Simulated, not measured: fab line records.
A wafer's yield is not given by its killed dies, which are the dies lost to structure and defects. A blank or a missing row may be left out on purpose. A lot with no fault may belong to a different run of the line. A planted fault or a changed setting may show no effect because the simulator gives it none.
fab line records	flow n5-finfet
record: lots: 7	wafers: 21	last-day: 18
route steps=1938 shown BEOL_M5@1145
lots that met no fault: from a run of the same line without faults
start-h: start of the lot's first displayed wafer, in hours after the record's first day	wait-h: hours from the lot's prior step to this one	" as in the row above	L1.1+2: a single row standing in for several wafers	- either no value or no given start	* or withheld: withheld	< > ~ a bound
route shown NAME@n: names a module that has steps shown in the file, with the first one's number in the route	usual: average and standard deviation across the fault-free wafers	same: alike in all rows	chamber/n: place in a boat	sites: per-site readings	_std_site: their standard deviation	_edge_site: mean of outer sites minus mean of inner sites	radius-mm: for every site, how far away it sits from the centre of the wafer	mask NAME#n: copy n	behind: tool/chamber where the wafer was last shaped	hold: reason for holding the lot/hours on hold/outcome of the hold	device: names the non-switching transistor (n, p or np)	end of line: the same wafers' tests at the end of the route	for a step that has no rows: nothing shown but its recipe	killed: at the first sort, the dies lost to defects and structure; wafer yield is something else	map: shows each die of a wafer: x if killed, . if not, _ if none is there
set.NAME: the setting as run; set.NAME@STEP: as run at that earlier step	model.NAME: the simulator's own value behind a step, which no gauge read
lots at some steps of the route; a table a step, a row a wafer
services: from which hour (start-h, from the record's first day; less than 0 if before it) a tool's chamber was out of use, for how many hours, and why
== steps ==
step: N5_BEOL_M5_EXPOSE_25
recipe: mask-id: V4	na: 0.33	source-shape: quasar	sigma-inner: 0.2	sigma-outer: 0.6	polarization: unpolarized	defocus-nm: 10	dose-mj: 52.75
step: N5_BEOL_M5_PEB_26
recipe: peb-temp-c: 100	peb-time-s: 60	resist: CAR-EUV
step: N5_BEOL_M5_DEVELOP_27
recipe: develop-time-s: 30	developer: TMAH	resist: CAR-EUV	rinse-liquid: surfactant-rinse	dry: air-spin	dev-temp-c: 23
step: N5_BEOL_M5_CD_MEAS_28
recipe: target-cd-nm: 30.6	landing-energy-ev: 500	detector: se-inlens	target-cd-y-nm: 20	polarity: opening
usual: cd-nm: 30.64/0.24
lot.wafer	tool	chamber	start-h	wait-h	cd-nm
L827.3	cd-sem-02	0	192.74	-	30.54
L827.4	"	0	"	"	30.66
L827.6	"	0	"	"	30.85
L828.1	cd-sem-03	0	198.41	-	30.58
L828.3	"	0	"	"	30.79
L828.6	"	0	"	"	30.84
L835.2	cd-sem-03	0	231.35	-	30.62
L835.4	"	0	"	"	30.54
L835.6	"	0	"	"	30.43
L839.1	cd-sem-03	0	262.91	-	30.77
L839.2	"	0	"	"	31.18
L839.4	"	0	"	"	30.57
L840.2	cd-sem-02	0	263.84	-	30.63
L840.3	"	0	"	"	30.98
L840.6	"	0	"	"	30.48
L841.1	cd-sem-03	0	286.87	-	30.54
L841.2	"	0	"	"	30.76
L841.3	"	0	"	"	30.74
L846.2	cd-sem-02	0	320.09	-	30.53
L846.4	"	0	"	"	30.13
L846.6	"	0	"	"	30.68
step: N5_BEOL_M5_OVL_MEAS_29
recipe: points-per-wafer: 522
usual: V4_OVL: -0.5/0.75
lot.wafer	tool	chamber	start-h	wait-h	V4_OVL[nm]
L827.3	overlay-02	0	192.78	0.0	0.0
L827.4	"	0	"	"	-0.9
L827.6	"	0	"	"	-0.1
L828.1	overlay-01	0	198.44	0.0	-1.8
L828.3	"	0	"	"	-1.2
L828.6	"	0	"	"	-0.5
L835.2	overlay-01	0	231.39	0.0	-0.6
L835.4	"	0	"	"	-0.3
L835.6	"	0	"	"	-1.2
L839.1	overlay-02	0	262.94	0.0	-1.5
L839.2	"	0	"	"	0.1
L839.4	"	0	"	"	-0.5
L840.2	overlay-02	0	263.88	0.0	-0.4
L840.3	"	0	"	"	-1.9
L840.6	"	0	"	"	-0.6
L841.1	overlay-01	0	286.90	0.0	-0.9
L841.2	"	0	"	"	-0.9
L841.3	"	0	"	"	-1.9
L846.2	overlay-02	0	320.12	0.0	-0.4
L846.4	"	0	"	"	-0.3
L846.6	"	0	"	"	-0.5
step: N5_BEOL_M5_INSPECT_30
recipe: mode: adi	inspect-instrument: brightfield
usual: raw-defect-count: 390/89
lot.wafer	tool	chamber	start-h	wait-h	raw-defect-count
L827.3	defect-inspect-02	-	192.83	0.0	300
L827.4	"	-	"	"	290
L827.6	"	-	"	"	392
L828.1	defect-inspect-02	-	198.50	0.1	458
L828.3	"	-	"	"	471
L828.6	"	-	"	"	484
L835.2	defect-inspect-01	-	231.44	0.0	288
L835.4	"	-	"	"	264
L835.6	"	-	"	"	369
L839.1	defect-inspect-02	-	263.00	0.1	371
L839.2	"	-	"	"	482
L839.4	"	-	"	"	339
L840.2	defect-inspect-02	-	263.94	0.1	547
L840.3	"	-	"	"	412
L840.6	"	-	"	"	426
L841.1	defect-inspect-01	-	286.96	0.1	285
L841.2	"	-	"	"	333
L841.3	"	-	"	"	241
L846.2	defect-inspect-02	-	320.17	0.0	458
L846.4	"	-	"	"	490
L846.6	"	-	"	"	451
step: N5_BEOL_M5_DESCUM_33
recipe: chemistry: O2	time-s: 7	source-power-w: 50	bias-power-w: 20	pressure-mtorr: 20	rf-frequency-hz: 2.712e+07	temp-c: 40	resist: CAR-EUV	o2-flow-sccm: 225
usual: bias-power-w: 20.00/0.061	drypump-motor-current-A: 5.7/0.4	o2-flow-sccm: 224.9/0.68	oes-product-au: 0.77/0.082	rf-vpp-V: 243.1/1.3	showerhead-plenum-p-Torr: 2.09/0.063	throttle-valve-pct: 20.51/0.22
lot.wafer	tool	chamber	start-h	wait-h	bias-power-w	drypump-motor-current-A	o2-flow-sccm	oes-product-au	rf-hours-counter-h	rf-vpp-V	showerhead-plenum-p-Torr	throttle-valve-pct
L827.3	rie-diel-06	1	193.08	0.2	20.02	5.8	225.4	0.74	151	241.6	2.01	20.68
L827.4	"	0	"	"	19.95	5.7	224.0	0.70	246	242.4	2.14	20.30
L827.6	"	2	"	"	19.93	5.9	225.5	0.72	-	244.4	2.16	20.54
L828.1	rie-diel-04	0	198.53	0.0	19.98	5.6	225.3	0.82	66	241.8	2.04	20.54
L828.3	"	1	"	"	20.03	5.9	224.4	0.67	238	245.7	2.14	20.49
L828.6	"	1	"	"	20.04	5.9	224.2	0.68	-	244.0	2.14	20.49
L835.2	rie-diel-04	0	231.64	0.2	19.98	5.6	226.5	0.82	75	242.4	2.04	20.54
L835.4	"	2	"	"	19.98	6.5	223.4	0.93	17	242.2	2.04	20.62
L835.6	"	3	"	"	20.07	5.1	225.8	0.76	-	241.3	2.09	20.71
L839.1	rie-diel-04	3	263.07	0.1	19.98	5.1	225.9	0.75	171	241.8	2.08	20.71
L839.2	"	0	"	"	20.06	5.6	224.7	0.80	87	240.8	2.04	20.54
L839.4	"	3	"	"	20.05	5.1	223.8	0.75	-	243.0	2.08	20.71
L840.2	rie-diel-04	0	263.98	0.0	19.88	5.6	225.7	0.80	88	241.7	2.04	20.58
L840.3	"	2	"	"	19.98	6.6	225.8	0.90	29	242.6	2.04	20.63
L840.6	"	2	"	"	19.96	6.6	225.7	0.90	-	242.2	2.04	20.63
L841.1	rie-diel-06	2	287.28	0.3	19.99	6.0	226.2	0.69	235	243.4	2.15	20.56
L841.2	"	3	"	"	20.03	5.2	224.7	0.72	196	245.2	2.17	20.29
L841.3	"	1	"	"	20.07	5.8	224.3	0.71	182	241.7	2.00	20.72
L846.2	rie-diel-05	3	320.21	0.0	20.05	5.6	224.8	0.78	132	241.1	2.02	20.27
L846.4	"	0	"	"	19.96	6.0	224.2	0.69	239	244.3	2.14	20.90
L846.6	"	3	"	"	19.98	5.6	225.7	0.78	-	241.4	2.02	20.27
step: N5_BEOL_M5_ETCH_75
recipe: chemistry: N2/H2	target: underlayer	target-depth-a: 65	mask-material: CAR-EUV	time-s: 5.2	ion-energy-ev: 200	pressure-mtorr: 30	source-w: 840	bias-w: 150	n2-flow-sccm: 200	h2-flow-sccm: 200	ends: cleared
usual: bias-w: 150.0/0.44	drypump-motor-current-A: 5.7/0.4	etch-rf-on-time-s: 5.21/0.082	n2-flow-sccm: 200.0/0.56	oes-product-au: 0.66/0.07	rf-vpp-V: 523.7/2.7	showerhead-plenum-p-Torr: 2.54/0.08	throttle-valve-pct: 17.89/0.23
lot.wafer	tool	chamber	start-h	wait-h	bias-w	drypump-motor-current-A	etch-rf-on-time-s	n2-flow-sccm	oes-product-au	rf-hours-counter-h	rf-vpp-V	showerhead-plenum-p-Torr	throttle-valve-pct
L827.3	rie-diel-06	1	193.11	0.0	150.4	5.8	5.27	200.2	0.62	151	519.7	2.44	17.92
L827.4	"	0	"	"	150.6	5.8	5.15	199.7	0.59	246	527.0	2.62	17.84
L827.6	"	2	"	"	148.9	5.9	5.31	200.1	0.60	-	524.9	2.62	17.90
L828.1	rie-diel-04	0	198.57	0.0	149.7	5.6	5.13	200.5	0.70	66	520.4	2.48	17.89
L828.3	"	1	"	"	149.7	5.9	5.24	200.0	0.58	238	525.5	2.62	17.92
L828.6	"	1	"	"	150.3	5.9	5.21	200.0	0.57	-	526.7	2.62	17.89
L835.2	rie-diel-04	0	231.68	0.0	149.7	5.6	5.16	200.1	0.70	75	520.2	2.48	17.90
L835.4	"	2	"	"	149.9	6.6	5.15	199.5	0.79	17	521.2	2.48	17.88
L835.6	"	3	"	"	150.2	5.1	5.30	200.4	0.64	-	523.5	2.55	18.20
L839.1	rie-diel-04	3	263.10	0.0	150.7	5.1	5.24	200.5	0.64	171	524.1	2.54	18.23
L839.2	"	0	"	"	150.7	5.6	5.12	198.2	0.69	87	523.8	2.47	17.92
L839.4	"	3	"	"	150.9	5.1	5.26	199.7	0.64	-	523.6	2.54	18.26
L840.2	rie-diel-04	0	264.01	0.0	150.7	5.6	5.12	200.4	0.69	88	522.1	2.47	17.91
L840.3	"	2	"	"	150.5	6.5	5.16	199.1	0.76	29	523.6	2.47	17.91
L840.6	"	2	"	"	150.1	6.5	5.15	199.9	0.77	-	520.9	2.47	17.92
L841.1	rie-diel-06	2	287.32	0.0	149.6	5.9	5.22	199.3	0.60	235	525.9	2.61	17.96
L841.2	"	3	"	"	151.0	5.2	5.23	199.7	0.62	196	524.7	2.63	17.65
L841.3	"	1	"	"	150.2	5.8	5.25	200.5	0.61	182	519.1	2.42	17.98
L846.2	rie-diel-05	3	320.24	0.0	150.1	5.7	5.22	200.0	0.66	132	521.2	2.45	17.63
L846.4	"	0	"	"	150.4	6.0	5.38	199.7	0.58	239	525.2	2.61	18.37
L846.6	"	3	"	"	150.2	5.7	5.24	200.0	0.67	-	518.6	2.45	17.62
step: N5_BEOL_M5_ETCH_67
recipe: chemistry: CF4	target: SiARC	target-depth-a: 156	mask-material: CAR-EUV	time-s: 26	ion-energy-ev: 80	pressure-mtorr: 40	source-w: 545	bias-w: 36	Ar_flow_sccm: 100	cf4-flow-sccm: 100	ends: cleared
usual: bias-w: 35.98/0.12	drypump-motor-current-A: 5.7/0.4	etch-rf-on-time-s: 26.0/0.45	oes-product-au: 0.66/0.071	rf-vpp-V: 184.0/1	showerhead-plenum-p-Torr: 2.14/0.065	throttle-valve-pct: 15.69/0.22
lot.wafer	tool	chamber	start-h	wait-h	bias-w	drypump-motor-current-A	etch-rf-on-time-s	oes-product-au	rf-hours-counter-h	rf-vpp-V	showerhead-plenum-p-Torr	throttle-valve-pct
L827.3	rie-diel-06	1	193.13	0.0	35.85	5.8	26.1	0.63	151	184.0	2.06	15.79
L827.4	"	0	"	"	36.13	5.7	25.6	0.60	246	184.8	2.19	15.59
L827.6	"	2	"	"	36.16	5.9	26.1	0.61	-	184.7	2.21	15.75
L828.1	rie-diel-04	0	198.59	0.0	35.87	5.6	25.2	0.72	66	183.1	2.09	15.61
L828.3	"	1	"	"	35.92	5.9	25.7	0.58	238	184.4	2.20	15.85
L828.6	"	1	"	"	35.85	5.9	25.9	0.58	-	184.0	2.20	15.84
L835.2	rie-diel-04	0	231.70	0.0	36.05	5.6	25.7	0.70	75	182.9	2.09	15.64
L835.4	"	2	"	"	35.93	6.5	25.5	0.79	17	183.0	2.09	15.64
L835.6	"	3	"	"	35.91	5.1	26.1	0.65	-	183.1	2.14	15.91
L839.1	rie-diel-04	3	263.12	0.0	35.99	5.1	25.8	0.63	171	185.0	2.14	15.94
L839.2	"	0	"	"	36.06	5.6	25.3	0.69	87	181.7	2.08	15.68
L839.4	"	3	"	"	35.91	5.1	26.0	0.63	-	184.1	2.14	15.93
L840.2	rie-diel-04	0	264.03	0.0	36.06	5.6	25.4	0.69	88	182.6	2.08	15.67
L840.3	"	2	"	"	35.98	6.5	25.4	0.77	29	183.6	2.08	15.65
L840.6	"	2	"	"	36.01	6.5	25.6	0.76	-	184.1	2.08	15.65
L841.1	rie-diel-06	2	287.33	0.0	35.95	5.9	26.4	0.59	235	184.1	2.20	15.81
L841.2	"	3	"	"	36.06	5.2	26.0	0.63	196	185.7	2.21	15.55
L841.3	"	1	"	"	35.98	5.8	26.4	0.61	182	182.9	2.05	15.85
L846.2	rie-diel-05	3	320.26	0.0	36.04	5.7	26.3	0.67	132	183.0	2.06	15.46
L846.4	"	0	"	"	36.10	6.0	27.3	0.58	239	185.6	2.19	16.12
L846.6	"	3	"	"	36.14	5.6	26.4	0.68	-	184.4	2.06	15.44
step: N5_BEOL_M5_ETCH_68
recipe: chemistry: N2/H2	target: SOC	target-depth-a: 800	overetch-a: 160	mask-material: SiARC	temp-c: 40	time-s: 120	ion-energy-ev: 200	pressure-mtorr: 30	source-w: 840	bias-w: 150	n2-flow-sccm: 200	h2-flow-sccm: 200
usual: bias-w: 150.0/0.41	drypump-motor-current-A: 5.7/0.4	n2-flow-sccm: 200.0/0.57	oes-product-au: 0.59/0.059	rf-vpp-V: 523.8/2.4	showerhead-plenum-p-Torr: 2.54/0.08	throttle-valve-pct: 17.85/0.23
lot.wafer	tool	chamber	start-h	wait-h	bias-w	drypump-motor-current-A	n2-flow-sccm	oes-product-au	rf-hours-counter-h	rf-vpp-V	showerhead-plenum-p-Torr	throttle-valve-pct
L827.3	rie-diel-06	1	193.16	0.0	150.1	5.8	199.8	0.56	151	522.4	2.44	17.90
L827.4	"	0	"	"	149.5	5.8	200.6	0.53	246	526.3	2.62	17.80
L827.6	"	2	"	"	149.6	5.9	199.0	0.55	-	526.5	2.62	17.83
L828.1	rie-diel-04	0	198.61	0.0	149.5	5.6	200.0	0.63	66	521.9	2.48	17.83
L828.3	"	1	"	"	150.8	5.9	199.7	0.52	238	526.4	2.62	17.89
L828.6	"	1	"	"	149.9	5.9	198.7	0.52	-	525.1	2.62	17.89
L835.2	rie-diel-04	0	231.72	0.0	149.6	5.6	200.2	0.62	75	522.6	2.48	17.86
L835.4	"	2	"	"	150.3	6.5	200.0	0.70	17	519.9	2.47	17.85
L835.6	"	3	"	"	149.8	5.1	200.5	0.58	-	523.2	2.55	18.17
L839.1	rie-diel-04	3	263.15	0.0	149.4	5.1	199.6	0.58	171	524.2	2.54	18.20
L839.2	"	0	"	"	149.7	5.6	200.9	0.61	87	522.2	2.47	17.89
L839.4	"	3	"	"	150.4	5.1	199.6	0.57	-	523.8	2.54	18.20
L840.2	rie-diel-04	0	264.06	0.0	150.5	5.6	199.0	0.60	88	520.1	2.47	17.88
L840.3	"	2	"	"	149.6	6.5	199.7	0.69	29	522.2	2.47	17.87
L840.6	"	2	"	"	150.7	6.5	199.7	0.69	-	522.2	2.47	17.87
L841.1	rie-diel-06	2	287.36	0.0	149.3	6.0	200.0	0.54	235	525.8	2.61	17.89
L841.2	"	3	"	"	150.0	5.2	199.7	0.56	196	525.4	2.63	17.63
L841.3	"	1	"	"	150.5	5.8	200.7	0.54	182	521.6	2.42	17.94
L846.2	rie-diel-05	3	320.29	0.0	149.6	5.6	200.4	0.60	132	520.4	2.45	17.59
L846.4	"	0	"	"	150.0	6.0	201.1	0.53	240	523.3	2.61	18.30
L846.6	"	3	"	"	149.9	5.6	200.9	0.60	-	521.9	2.45	17.59
step: N5_BEOL_M5_STRIP_69
recipe: chemistry: N2/H2	temp-c: 40	n2-flow-sccm: 200	h2-flow-sccm: 200	rf-frequency-hz: 6e+07
step: N5_BEOL_M5_STRIP_76
recipe: chemistry: N2/H2	temp-c: 40	n2-flow-sccm: 200	h2-flow-sccm: 200	rf-frequency-hz: 6e+07
step: N5_BEOL_M5_VIA_ETCH_34
recipe: chemistry: C4F6/O2	target: SiCOH_lowk	target-depth-a: 883	mask-material: SOC	taper-deg: 4	time-s: 39.2	ion-energy-ev: 250	pressure-mtorr: 30	source-w: 345	bias-w: 185	Ar_flow_sccm: 300	C4F6_flow_sccm: 10	O2_flow_sccm: 10
usual: bias-w: 185.0/0.55	drypump-motor-current-A: 5.7/0.4	oes-product-au: 0.77/0.082	rf-vpp-V: 667/8.5	showerhead-plenum-p-Torr: 2.84/0.089	throttle-valve-pct: 20.94/0.22
lot.wafer	tool	chamber	start-h	wait-h	bias-w	drypump-motor-current-A	oes-product-au	rf-hours-counter-h	rf-vpp-V	showerhead-plenum-p-Torr	throttle-valve-pct	model.etch.depth-nm
L827.3	rie-diel-06	1	193.26	0.0	184.5	5.8	0.73	151	658	2.73	21.06	87.81
L827.4	"	0	"	"	184.5	5.7	0.70	246	673	2.92	20.77	89.01
L827.6	"	2	"	"	184.7	5.9	0.71	-	679	2.94	20.96	87.63
L828.1	rie-diel-04	0	198.71	0.0	184.0	5.6	0.82	66	669	2.77	20.93	89.35
L828.3	"	1	"	"	185.4	5.9	0.68	238	678	2.93	21.06	87.95
L828.6	"	1	"	"	185.7	5.9	0.67	-	677	2.93	21.07	87.5
L835.2	rie-diel-04	0	231.82	0.0	162.8	5.6	0.80	75	604	2.77	20.91	86.22
L835.4	"	2	"	"	162.9	6.6	0.90	17	594	2.77	20.96	85.04
L835.6	"	3	"	"	163.4	5.1	0.75	-	591	2.85	21.23	83.65
L839.1	rie-diel-04	3	263.25	0.0	163.0	5.1	0.73	171	594	2.85	21.23	84.72
L839.2	"	0	"	"	163.2	5.6	0.79	87	604	2.76	20.95	86.04
L839.4	"	3	"	"	163.3	5.1	0.73	-	591	2.85	21.23	83.77
L840.2	rie-diel-04	0	264.16	0.0	163.1	5.6	0.78	88	605	2.76	20.94	86.07
L840.3	"	2	"	"	163.2	6.5	0.88	29	594	2.76	21.00	86.73
L840.6	"	2	"	"	163.9	6.5	0.87	-	594	2.76	20.99	85.82
L841.1	rie-diel-06	2	287.46	0.0	184.4	5.9	0.70	235	679	2.93	21.01	87.63
L841.2	"	3	"	"	185.4	5.2	0.73	196	675	2.94	20.76	87.51
L841.3	"	1	"	"	185.4	5.8	0.72	182	658	2.72	21.08	87.2
L846.2	rie-diel-05	3	320.39	0.0	185.4	5.7	0.78	133	661	2.73	20.62	87.8
L846.4	"	0	"	"	184.1	6.0	0.68	240	670	2.92	21.37	85.33
L846.6	"	3	"	"	184.9	5.7	0.78	-	660	2.73	20.62	87.29
step: N5_BEOL_M5_STRIP_85
recipe: chemistry: C4F6/O2	resist: SiARC	rf-frequency-hz: 6e+07
== services ==
tool	chamber	start-h	hours	kind
rie-diel-06	1	175.19	8.7	repair
rie-diel-06	0	208.32	-	clean
rie-diel-06	0	208.32	-	consumable-replace:focus-ring
rie-diel-06	0	208.32	17.7	scheduled-down
rie-diel-06	0	208.32	17.7	vent-cycle
rie-diel-04	1	244.83	-	clean
rie-diel-04	1	244.83	-	consumable-replace:focus-ring
rie-diel-04	1	244.83	22.6	scheduled-down
rie-diel-04	1	244.83	22.6	vent-cycle
rie-diel-04	-	284.96	14.6	pm
== key ==
first-sign: step: N5_BEOL_M5_VIA_ETCH_34	reading: bias-w	direction: down	sigmas: 39	usual: *	struck: *
effect: step: N5_BEOL_M5_VIA_ETCH_34	reading: rf-vpp-V	direction: down	sigmas: 8.3	usual: 667	struck: 597
model-effect: step: N5_BEOL_M5_VIA_ETCH_34	value: etch.depth-nm	without: 88.84	struck: 85.34
met-at N5_BEOL_M5_VIA_ETCH_34
struck-wafers L835.2,L835.4,L835.6,L839.1,L839.2,L839.4,L840.2,L840.3,L840.6
onset-between 198.71 231.82
fault: kind: process-parameter-drift	tool: rie-diel-04	chamber: -	onset-h: 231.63	steps: N5_BEOL_M5_VIA_ETCH_34	channel: bias-w	offset: *	shape: step	end-h: 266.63	acts-in: *	stated: *
